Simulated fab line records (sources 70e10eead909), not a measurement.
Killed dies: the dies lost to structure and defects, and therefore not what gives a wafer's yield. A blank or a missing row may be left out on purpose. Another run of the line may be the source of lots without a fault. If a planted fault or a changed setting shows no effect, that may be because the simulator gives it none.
Chamber matching | flow nandHarc | pecvd-04 running NHARC_P_CONTACT_DEP_30: 3 sister chambers
The step deposits SiNx, target thk 30 nm. 20 wafers are shown with their chamber, then 10 later ones without.

WAFERS PAIRED WITH THEIR CHAMBERS
wafer  | chamber | heaterPowerW (W)
L074.3 | 0       | 695
L074.5 | 2       | 861
L074.6 | 0       | 690
L077.2 | 1       | 713
L077.3 | 2       | 822
L077.5 | 2       | 849
L078.2 | 2       | 793
L078.3 | 0       | 785
L078.6 | 1       | 846
L079.1 | 0       | 677
L079.4 | 0       | 690
L079.6 | 1       | 695
L083.1 | 2       | 718
L083.2 | 1       | 765
L083.5 | 1       | 769
L085.1 | 1       | 788
L085.3 | 0       | 733
L085.6 | 1       | 818
L086.3 | 2       | 817
L086.5 | 0       | 805

SIGNATURES, as means of the wafers listed above
reading      | chamber 0 | chamber 1 | chamber 2 | scatter within a chamber
heaterPowerW | 725.00    | 770.57    | 810.00    | 52.1
Rule: for each reading, subtract the chamber's mean from the wafer's reading, divide by that reading's scatter and square the result; add these up over the readings and take the root, which gives the wafer's distance from the chamber. The wafer belongs to the nearest chamber; if the next one is less than 2 further off, it can't be placed. How the scatter is found: for the shown wafers, subtract from each reading the mean of its chamber, square and add these, divide the total by (wafers less chambers), then take the root.

WAFERS WITH NO CHAMBER GIVEN
wafer  | heaterPowerW (W)
L086.6 | 840
L095.2 | 831
L095.5 | 845
L095.6 | 690
L097.1 | 742
L097.2 | 762
L097.5 | 747
L096.1 | 836
L096.5 | 681
L096.6 | 710

WHICH CHAMBER EACH ONE RAN IN
wafer  | from the rows above          | in truth
L086.6 | can't be placed: 2 or 1 or 0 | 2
L095.2 | can't be placed: 2 or 1 or 0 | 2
L095.5 | can't be placed: 2 or 1 or 0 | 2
L095.6 | can't be placed: 0 or 1 or 2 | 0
L097.1 | can't be placed: 0 or 1 or 2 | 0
L097.2 | can't be placed: 1 or 0 or 2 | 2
L097.5 | can't be placed: 0 or 1 or 2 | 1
L096.1 | can't be placed: 2 or 1 or 0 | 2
L096.5 | can't be placed: 0 or 1 or 2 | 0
L096.6 | can't be placed: 0 or 1 or 2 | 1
Placed correctly: 0 of 10. Cannot be placed on the basis of these rows: 10; the candidates contain the true chamber in 10. Wrongly placed: 0.
